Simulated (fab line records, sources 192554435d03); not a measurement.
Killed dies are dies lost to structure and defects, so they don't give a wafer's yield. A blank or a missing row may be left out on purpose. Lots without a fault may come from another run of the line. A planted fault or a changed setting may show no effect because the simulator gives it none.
fab line records | flow n5_finfet
record lots=4 wafers=12 last_day=18
route steps=1938 shown ZERO_LAYER@5 WELL_APT@20 BEOL_M4@1111 PASSIVATION@1936
lots that met no fault: from a run of the same line without faults
start_h: hours from the record's first day to the start of the lot's first wafer shown | wait_h: hours since the lot's step before | " the same as in the row above | L1.1+2: a row that stands for several wafers | - no value, or no start given | * or withheld: withheld | < > ~ a bound
route shown NAME@n: a module of which the file shows steps, and the number in the route of the first | usual: mean/standard deviation of fault-free wafers | same: alike in all rows | chamber/n: place in a boat | sites: the reading at each site | _std_site: their standard deviation | _edge_site: outer sites' mean less inner sites' | radius_mm: how far each site lies from the wafer's centre | mask NAME#n: copy n | behind: the tool/chamber that last shaped the wafer | hold: why the lot was held/for how many hours/how that ended | device: the transistor (n, p or np) that didn't switch | end of line: the same wafers' tests at the end of the route | a step without rows: its recipe alone | killed: dies lost to structure and defects at the first sort, not the wafer's yield | map: a wafer's dies, x killed, . not, _ none there
set.NAME: the setting as run; set.NAME@STEP: as run at that earlier step | model.NAME: the simulator's own value behind a step, which no gauge read
lots at some steps of the route; a table a step, a row a wafer
services: from which hour (start_h, from the record's first day; less than 0 if before it) a tool's chamber was out of use, for how many hours, and why
## steps
# step N5_ZERO_LAYER_HMDS_04
# recipe time_s=60 temp_c=120
# step N5_ZERO_LAYER_COAT_05
# recipe spin_rpm=1500 resist_thk_nm=1000
# step N5_ZERO_LAYER_EBR_07
# recipe solvent=PGMEA ebr_width_mm=1.5
# step N5_ZERO_LAYER_SOFTBAKE_06
# recipe temp_c=100 time_s=90
# step N5_ZERO_LAYER_EXPOSE_08
# recipe mask_id=ZERO na=0.55 source_shape=conventional sigma_outer=0.8 polarization=unpolarized defocus_nm=0 target_cd_nm=2000 dose_mj=16.2
# step N5_ZERO_LAYER_PEB_09
# recipe peb_temp_c=withheld peb_time_s=*
# step N5_ZERO_LAYER_DEVELOP_10
# recipe develop_time_s=60 rinse_liquid=diw dry=air_spin dev_temp_c=21
# step N5_ZERO_LAYER_HARDBAKE_23
# recipe temp_c=130 time_s=120
# step N5_ZERO_LAYER_DESCUM_16
# recipe chemistry=O2 time_s=7.9 source_power_w=50 bias_power_w=20 pressure_mtorr=20 rf_frequency_hz=2.712e+07 temp_c=40 o2_flow_sccm=225
# step N5_ZERO_LAYER_ETCH_17
# recipe chemistry=CF4 target=SiO2 target_depth_a=120 time_s=13.3 ion_energy_ev=350 pressure_mtorr=40 source_w=450 bias_w=215 Ar_flow_sccm=100 cf4_flow_sccm=100
# step N5_ZERO_LAYER_ETCH_18
# recipe chemistry=HBr/Cl2 target=Si target_depth_a=1200 time_s=40 pressure_mtorr=10 icp_w=800 bias_w=75 HBr_flow_sccm=150 Cl2_flow_sccm=80
# step N5_ZERO_LAYER_STRIP_24
# recipe chemistry=O2 power_w=1000 temp_c=250 overash_fraction=0.3 pressure_mtorr=1000 o2_flow_sccm=6750
# usual drypump_motor_current_A=5.7/0.7 heater_power_w=308/23 oes_product_au=0.646/0.004 strip_time_to_endpoint_s=43.85/0.11
# columns lot.wafer tool chamber start_h wait_h drypump_motor_current_A heater_power_w oes_product_au rf_hours_counter_h strip_time_to_endpoint_s
L565.3 plasma_asher-02 1 25.16 0.1 6.4 316 0.641 - 43.77
L565.5 " 1 " " 6.4 305 0.647 - 43.74
L565.6 " 0 " " 4.9 286 0.642 - 43.78
L573.1 plasma_asher-02 0 73.02 0.1 4.9 286 0.639 73 43.87
L573.4 " 0 " " 4.9 283 0.644 - 43.94
L573.5 " 1 " " 6.5 315 0.649 - 43.85
L575.3 plasma_asher-02 0 85.04 0.1 4.9 287 0.640 - 43.88
L575.4 " 1 " " 6.4 309 0.653 - 43.82
L575.5 " 1 " " 6.4 305 0.642 - 43.79
L585.3 plasma_asher-01 0 145.32 0.1 5.2 307 0.652 - 43.92
L585.5 " 1 " " 6.3 345 0.643 - 43.93
L585.6 " 0 " " 5.2 306 0.649 - 43.86
# step N5_ZERO_LAYER_STRIP_19
# recipe chemistry=SPM time_s=900 temp_c=130 h2so4_h2o2_vol_ratio=4 dry=ipa_marangoni
# step N5_ZERO_LAYER_INSPECT_20
# recipe inspect_instrument=darkfield mode=post_clean
# usual raw_defect_count=40/20
# columns lot.wafer tool chamber start_h wait_h raw_defect_count
L565.3 defect_inspect-02 - 25.51 0.0 36
L565.5 " - " " 35
L565.6 " - " " 20
L573.1 defect_inspect-01 - 73.38 0.0 34
L573.4 " - " " 19
L573.5 " - " " 406
L575.3 defect_inspect-01 - 85.39 0.0 29
L575.4 " - " " 454
L575.5 " - " " 412
L585.3 defect_inspect-01 - 145.66 0.0 11
L585.5 " - " " 29
L585.6 " - " " 31
# step N5_WELL_APT_HMDS_01
# recipe time_s=60 temp_c=120
# step N5_WELL_APT_COAT_02
# recipe spin_rpm=1357 resist_thk_nm=950
# step N5_WELL_APT_EBR_04
# recipe solvent=PGMEA ebr_width_mm=1.5
# step N5_WELL_APT_SOFTBAKE_03
# recipe temp_c=130 time_s=60
# step N5_WELL_APT_EXPOSE_05
# recipe mask_id=NWELL na=0.8 source_shape=conventional sigma_outer=0.8 polarization=unpolarized defocus_nm=0 target_cd_nm=200 dose_mj=20.3
# step N5_WELL_APT_PEB_06
# recipe peb_temp_c=130 peb_time_s=90
# step N5_WELL_APT_DEVELOP_07
# recipe develop_time_s=45 rinse_liquid=surfactant_rinse dry=air_spin dev_temp_c=21
# step N5_WELL_APT_HARDBAKE_12
# recipe temp_c=130 time_s=120
# step N5_WELL_APT_INSPECT_10
# recipe mode=adi inspect_instrument=macro
# usual raw_defect_count=1.9/1.4
# columns lot.wafer tool chamber start_h wait_h raw_defect_count
L565.3 defect_inspect-02 - 25.99 0.0 1
L565.5 " - " " 3
L565.6 " - " " 2
L573.1 defect_inspect-01 - 73.74 0.0 7
L573.4 " - " " 1
L573.5 " - " " >300
L575.3 defect_inspect-01 - 85.87 0.0 1
L575.4 " - " " >300
L575.5 " - " " >300
L585.3 defect_inspect-01 - 146.02 0.0 1
L585.5 " - " " 2
L585.6 " - " " 1
# step N5_WELL_APT_DESCUM_13
# recipe chemistry=O2 time_s=7.9 source_power_w=50 bias_power_w=20 pressure_mtorr=20 rf_frequency_hz=2.712e+07 temp_c=40 o2_flow_sccm=225
# step N5_WELL_APT_IMPLANT_14
# recipe species=P energy_kev=160 dose_cm2=1.5e+13 tilt_deg=0 rotation_deg=0
# step N5_WELL_APT_IMPLANT_15
# recipe species=As energy_kev=25 dose_cm2=1.5e+13 tilt_deg=0 rotation_deg=0
# step N5_WELL_APT_STRIP_16
# recipe chemistry=SPM time_s=900 temp_c=130 h2so4_h2o2_vol_ratio=4 dry=ipa_marangoni
# step N5_WELL_APT_HMDS_18
# recipe time_s=60 temp_c=120
# step N5_WELL_APT_COAT_19
# recipe spin_rpm=1357 resist_thk_nm=950
# step N5_WELL_APT_EBR_21
# recipe solvent=PGMEA ebr_width_mm=1.5
# step N5_WELL_APT_SOFTBAKE_20
# recipe temp_c=130 time_s=60
# step N5_WELL_APT_EXPOSE_22
# recipe mask_id=PWELL na=0.8 source_shape=conventional sigma_outer=0.8 polarization=unpolarized defocus_nm=0 target_cd_nm=200 dose_mj=23.2
# step N5_WELL_APT_PEB_23
# recipe peb_temp_c=130 peb_time_s=90
# step N5_WELL_APT_DEVELOP_24
# recipe develop_time_s=45 rinse_liquid=surfactant_rinse dry=air_spin dev_temp_c=21
# step N5_WELL_APT_HARDBAKE_29
# recipe temp_c=130 time_s=120
# step N5_WELL_APT_INSPECT_27
# recipe mode=adi inspect_instrument=macro
# usual raw_defect_count=2.0/1.3
# columns lot.wafer tool chamber start_h wait_h raw_defect_count
L565.3 defect_inspect-02 - 27.13 0.0 3
L565.5 " - " " 3
L565.6 " - " " 1
L573.1 defect_inspect-01 - 75.00 0.0 5
L573.4 " - " " 0
L573.5 " - " " >300
L575.3 defect_inspect-01 - 86.99 0.0 1
L575.4 " - " " >300
L575.5 " - " " >300
L585.3 defect_inspect-01 - 147.14 0.0 2
L585.5 " - " " 1
L585.6 " - " " 1
# step N5_WELL_APT_DESCUM_30
# recipe chemistry=O2 time_s=7.9 source_power_w=50 bias_power_w=20 pressure_mtorr=20 rf_frequency_hz=2.712e+07 temp_c=40 o2_flow_sccm=225
# step N5_WELL_APT_INSPECT_38
# recipe inspect_instrument=darkfield mode=post_epi
# usual raw_defect_count=13/4.9
# columns lot.wafer tool chamber start_h wait_h raw_defect_count
L565.3 defect_inspect-02 - 28.81 0.3 7
L565.5 " - " " 10
L565.6 " - " " 14
L573.1 defect_inspect-02 - 76.67 0.5 9
L573.4 " - " " 8
L573.5 " - " " 392
L575.3 defect_inspect-02 - 88.66 0.3 8
L575.4 " - " " 443
L575.5 " - " " 381
L585.3 defect_inspect-01 - 149.01 0.4 19
L585.5 " - " " 12
L585.6 " - " " 14
# step N5_BEOL_M4_RC_MEAS_101
# usual DIBL_N=36.4/1.6 DIBL_P=35.9/2 IOFF_N=0.152/0.03 IOFF_P=0.20/0.032 ION_N=670/12 ION_P=459/7.3 SS_N=71.6/0.55 SS_P=73.2/0.69 VT_N=251/3.5 VT_P=-252/3.2
# columns lot.wafer tool chamber start_h wait_h DIBL_N[mV/V] DIBL_P[mV/V] IOFF_N[nA/um] IOFF_P[nA/um] ION_N[uA/um] ION_P[uA/um] SS_N[mV/dec] SS_P[mV/dec] VT_N[mV] VT_P[mV]
L565.3 prober-02 0 173.61 0.3 35.7 33.3 0.134 0.18 670 456 70.8 72.0 252 -249
L565.5 " 0 " " 39.9 37.9 0.225 0.25 694 467 72.3 73.2 243 -247
L565.6 " 0 " " 39.4 38.4 0.197 0.26 687 469 71.3 74.3 246 -248
L573.1 prober-01 0 231.89 0.0 36.5 35.9 0.167 0.20 684 463 71.2 73.1 247 -250
L573.4 " 0 " " 38.8 37.8 0.199 0.22 677 459 72.9 73.5 247 -250
L573.5 " 0 " " 34.3 32.2 0.123 0.15 672 452 70.9 71.1 253 -256
L575.3 prober-02 0 250.04 0.3 35.4 33.6 0.131 0.17 672 457 71.5 72.7 256 -251
L575.4 " 0 " " 36.2 35.5 0.154 0.20 672 459 71.4 72.9 252 -249
L575.5 " 0 " " 36.1 35.2 0.146 0.20 671 457 71.4 73.0 253 -249
L585.3 prober-02 0 311.52 0.3 32.7 32.0 0.103 0.15 653 450 71.2 72.4 256 -254
L585.5 " 0 " " 35.6 36.6 0.139 0.21 667 466 71.7 73.5 252 -249
L585.6 " 0 " " 33.4 33.1 0.110 0.17 650 451 71.8 72.8 261 -255
# step N5_PASSIVATION_PROBE_49
# usual defect_limited_yield=91.7/1.2 killed_at_M0_to_M3=33/9.5 killed_at_M4_up=13/4.9 killed_at_contacts=13/6.6 killed_at_front_end=36/11 killed_at_other=3.0/2.6 killed_dies=97/14 killed_on_rim=13/3.8 killed_open=65/11 killed_short=31/6.6 sort_bin_5_function=4.8/0.82 sort_bin_6_memory=3.1/0.58 sort_n_pass=1083/14 sort_yield_pct=91.7/1.2
# same gross_dies=1180 killed_at_back_side=0 sort_bin_4_leakage[%]=0 sort_bin_8_speed[%]=0
# columns lot.wafer tool chamber start_h wait_h defect_limited_yield[%] killed_at_M0_to_M3 killed_at_M4_up killed_at_contacts killed_at_front_end killed_at_other killed_dies killed_on_rim killed_open killed_short sort_bin_5_function[%] sort_bin_6_memory[%] sort_n_pass sort_yield_pct[%]
L573.4 prober-01 - 346.30 0.2 91.1 41 16 12 35 1 105 18 70 32 5.1 3.5 1075 91.1
L573.5 prober-01 - 346.35 0.2 83.6 26 10 6 152 0 194 14 52 28 11.0 4.2 986 83.6
L575.3 prober-02 - 349.48 0.1 91.9 27 9 2 54 4 96 17 65 31 4.6 3.2 1084 91.9
L575.4 prober-02 - 349.53 0.2 79.6 32 14 14 180 1 241 22 88 33 12.5 6.0 939 79.6
L575.5 prober-02 - 349.58 0.2 80.7 28 28 13 158 1 228 17 85 33 13.6 4.6 952 80.7
# killed by level:class
L573.4 BEOL_M1:geometric_particle:open=15 MOL_CONTACT_COAG:geometric_particle:open=10 BEOL_M4:geometric_particle:open=9 STARTING-WAFER:geometric_particle:short=8 FIN_SAQP:geometric_particle:open=7 BEOL_M2:geometric_particle:open=7 STI_FIN_REVEAL:geometric_particle:open=6 BEOL_M0_SAQP:geometric_particle:open=6
L573.5 ZERO_LAYER:unspecified=112 STI_FIN_REVEAL:geometric_particle:open=7 BEOL_M1:geometric_particle:open=7 FIN_SAQP:geometric_particle:open=6 BEOL_M2:geometric_particle:open=6 MOL_CONTACT_COAG:geometric_particle:open=5 STARTING-WAFER:geometric_particle:short=5 DUMMY_GATE:geometric_particle:open=4
L575.3 FIN_SAQP:geometric_particle:open=15 GATE_CUT:geometric_particle:short=11 BEOL_M2:geometric_particle:open=9 GATE_CUT:geometric_particle:open=7 FIN_SAQP:geometric_particle:short=6 BEOL_M0_SAQP:geometric_particle:open=6 BEOL_M4:geometric_particle:open=5 ILD0:geometric_particle:short=4
L575.4 ZERO_LAYER:unspecified=119 FIN_SAQP:geometric_particle:open=24 FIN_SAQP:geometric_particle:short=16 BEOL_M2:geometric_particle:open=15 DUMMY_GATE:geometric_particle:open=11 MOL_CONTACT_COAG:geometric_particle:open=10 BEOL_M4:geometric_particle:open=9 GATE_CUT:geometric_particle:open=4
L575.5 ZERO_LAYER:unspecified=108 BEOL_M4:geometric_particle:open=18 FIN_SAQP:geometric_particle:short=15 FIN_SAQP:geometric_particle:open=14 BEOL_M2:geometric_particle:open=12 MOL_CONTACT_COAG:geometric_particle:open=9 BEOL_M1:geometric_particle:open=5 BEOL_M3:geometric_particle:open=5
# map L573.5 (x killed, . not)
_________________............________________
______________.x...............x_____________
___________...................x....__________
__________x.............x..........._________
________..............x.....x........._______
_______....................x.......x...______
______................x.............x..._____
_____.x....x.........x.x.x.x.x..........x____
____......................................___
___......x.........x.......................__
___.............x.....x.....x..............__
__.........x.......................x......x._
__..............x........x.....x............_
_...............x............xx.x....x.......
_.....x....................xx..xx..........x.
_........x...............xxxxxxxx..........x.
_.......................xxxxxxxxxxx..........
_..x..............x..xxx.xxxxxxx.x......x....
_..x.................xxxxxxxxxxxxx...........
_..................x.xxxxxxxxxxxxxx..x..x...x
_......x...x...x...x.x.xxxxxxxxxxx...x...xx..
__..................xx.xxxxxxxxxxxxx........_
__...................xx.xxxxxxx.x.......x..._
___x....x.....x.......x.xxxxxxx..xx........__
___.........x......xx.x....x.x.x.x.........__
____....................x.x...............___
_____......x..x.x...................x...x____
______...........x................x....x_____
_______..........................x...x.______
________..........x..................._______
__________..x......................._________
___________....x..x.x..............__________
______________x.x..............._____________
_________________x...........________________
# map L575.4 (x killed, . not)
_________________....x...x.x.________________
______________x..........x......_____________
___________x.......................__________
__________...........x.............._________
________.......x..x.x..x....x....x...._______
_______...x......x.....................______
______.......x.......x..x.....x........._____
_____..x...x....x....................x...____
____..............x......xx...............___
___.................x..x.....x........x....__
___.x..x.x....x.x...xx...x......x...x...x.x__
__...x...........x.x...x.x......x...x...x.x._
__x...............................x........._
_..............x....x...xxxxx................
_.....x..........x.......x..xxx.x......x.....
_..x.x.......x..........x.xxxx.xxx...........
_....x....x.....x.....xxxxxxxxxxxx........x..
_..x...........x..x.xxxxxxxxxxxxxxx...x......
_......x.........x...xxxxxxxxxxxxx...x.......
_x.................x..xxxxxxxxxxxxxxx........
_.........x......x...xxxxxxxxxxxxx.x.........
__x.x...............x.xxxxxxxxxxxx.........._
__.............x......xxxxxxxxx.xxx........._
___...x........x.......xx..xxxx.xxx.x......__
___x.x.x...............x.xxx...xxx....x...x__
____.....x.................x.....x........___
_____x...................................____
______.x...x...........x..x....x..x....._____
_______.x...........................xxx______
________....................x........._______
__________.......x........x........._________
___________....x...x.........x.....__________
______________.......x........x._____________
_________________.x...x.x.x..________________
## services
# columns tool chamber start_h hours kind
plasma_asher-01 - 84.24 1.7 repair
plasma_asher-02 - 95.24 4.0 repair
plasma_asher-02 - 103.15 1.8 repair
## key
first_sign step=N5_ZERO_LAYER_INSPECT_20 reading=raw_defect_count direction=up sigmas=20 usual=40 struck=424
effect step=N5_WELL_APT_INSPECT_10 reading=raw_defect_count direction=up sigmas=99+ usual=1.9 struck=>300
effect step=N5_WELL_APT_INSPECT_27 reading=raw_defect_count direction=up sigmas=99+ usual=2.0 struck=>300
effect step=N5_WELL_APT_INSPECT_38 reading=raw_defect_count direction=up sigmas=80 usual=13 struck=405
effect step=N5_PASSIVATION_PROBE_49 reading=killed_at_front_end direction=up sigmas=12 usual=36 struck=163
more_kills_born_at N5_ZERO_LAYER_STRIP_24@plasma_asher-02=339
met_at N5_ZERO_LAYER_STRIP_24
struck_wafers L573.5,L575.4,L575.5
onset_between 25.16 73.02
fault kind=chamber_particle_source tool=plasma_asher-02 chamber=1 onset_h=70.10 steps=N5_ZERO_LAYER_STRIP_24 rate_per_visit_cm2=0.59211 end_h=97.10
